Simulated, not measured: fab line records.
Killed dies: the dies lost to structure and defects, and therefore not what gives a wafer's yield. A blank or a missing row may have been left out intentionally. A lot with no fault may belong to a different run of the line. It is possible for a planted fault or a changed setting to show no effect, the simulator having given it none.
Problem report, 8D (eight disciplines) form, completed by code / flow n5-finfet / the parts of the form that need people (team, actions taken, sign-off) are left out

== 1. THE ISSUE ==
Wafers without a fault read 14, standard deviation 4.4; killed_at_M4_up at N5_PASSIVATION_PROBE_49 reads a mean of 304 on 2 wafers belonging to 2 lots. Measured from the usual mean, that is +66 standard deviations.
Seen first at day 15 09:50 on prober-01, wafer L765.5. The record has a number at this step for 6 wafers belonging to 2 lots. By rule, "out" or "out of limits" means more than 4 standard deviations away from the usual mean. Any other wafer with a number is counted as sound.

== 2. WHAT IT IS; WHAT IT IS NOT ==
question=which readings at this step | is=killed_at_M4_up, defect-limited-yield, killed-dies, killed-on-rim, sort_bin_5_function, sort_bin_6_memory, sort-n-pass, sort-yield-pct | is not=killed_at_M0_to_M3, killed-at-contacts, killed-at-front-end, killed-at-other, killed-open, killed-short
question=which lots | is=L765, L768 | is not=-
question=which wafers of those lots | is=L765.5, L768.1 | is not=L765.2, L765.6, L768.3, L768.6
question=read on which tools | is=prober-01, prober-02 | is not=-
question=when | is=from day 15 09:50 | is not=up to then (1 sound wafer); but 3 sound wafers of L765, L768 came after

== 3. WHAT RULES OUT EACH SUSPECT ==
Counting: a tool at a process step up to the reading stays a suspect if it ran every lot that is out. Sound lots after the first of them don't rule it out here, since some wafers of a struck lot are sound.
- euv-scanner-02 at N5_BEOL_M4_EXPOSE_08 (exposes mask M4): kept. It ran every lot that is out, first L765 (day 10 21:41).
- rie-metal-02 at N5_MIM_BOT_ETCH_ETCH_03 (etches the open film in Cl2/BCl3, target depth 12 nm): kept. It ran every lot that is out, first L765 (day 15 01:19).
- rie-diel-02 at N5_PASSIVATION_DESCUM_46 (chemistry O2, time 7.9 s): kept. It ran every lot that is out, first L765 (day 15 06:35).
Still standing after the count: euv-scanner-02 at N5_BEOL_M4_EXPOSE_08, rie-metal-02 at N5_MIM_BOT_ETCH_ETCH_03, rie-diel-02 at N5_PASSIVATION_DESCUM_46.

== 4. THE CAUSE (what the simulator had put in) ==
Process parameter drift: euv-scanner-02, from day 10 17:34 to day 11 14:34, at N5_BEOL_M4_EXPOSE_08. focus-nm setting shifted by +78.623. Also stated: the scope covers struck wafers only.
Of the 3 suspects that counting leaves, this tool is one.

== 5. SEQUENCE OF EFFECTS, ordered by route ==
Rows list readings where the struck wafers' mean (over those with a number) sits beyond 3 standard deviations from the usual. Only readings whose record carries a usual standard deviation are examined. hours: median over the lots of the time between each lot's start at the first step of this table that gives one and its start at this step. sigmas: the change, counted in usual standard deviations.
hours=0; step=N5_PASSIVATION_PROBE_49; reading=defect-limited-yield; usual=91.1 %; on struck wafers=66.1; change=-25.0; sigmas=-19
hours=0; step=N5_PASSIVATION_PROBE_49; reading=killed_at_M4_up; usual=14; on struck wafers=304; change=+290; sigmas=+66
hours=0; step=N5_PASSIVATION_PROBE_49; reading=killed-dies; usual=105; on struck wafers=400; change=+296; sigmas=+20
hours=0; step=N5_PASSIVATION_PROBE_49; reading=killed-on-rim; usual=14; on struck wafers=54; change=+40; sigmas=+12
hours=0; step=N5_PASSIVATION_PROBE_49; reading=sort_bin_5_function; usual=5.3 %; on struck wafers=19.5; change=+14.2; sigmas=+18
hours=0; step=N5_PASSIVATION_PROBE_49; reading=sort_bin_6_memory; usual=3.3 %; on struck wafers=12.1; change=+8.8; sigmas=+13
hours=0; step=N5_PASSIVATION_PROBE_49; reading=sort-n-pass; usual=1075; on struck wafers=780; change=-296; sigmas=-20
hours=0; step=N5_PASSIVATION_PROBE_49; reading=sort-yield-pct; usual=91.1 %; on struck wafers=66.1; change=-25.0; sigmas=-19
Its process steps:
- N5_PASSIVATION_PROBE_49

== 6. WHAT WOULD HAVE CAUGHT IT SOONER ==
First out-of-limits reading in this record: day 15 09:50, which is 112 hours after fault onset at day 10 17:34.
All the lots that are out (2) had begun N5_BEOL_M4_EXPOSE_08 on euv-scanner-02 by day 15 09:50. A hold on the tool at that time would have spared none of them.
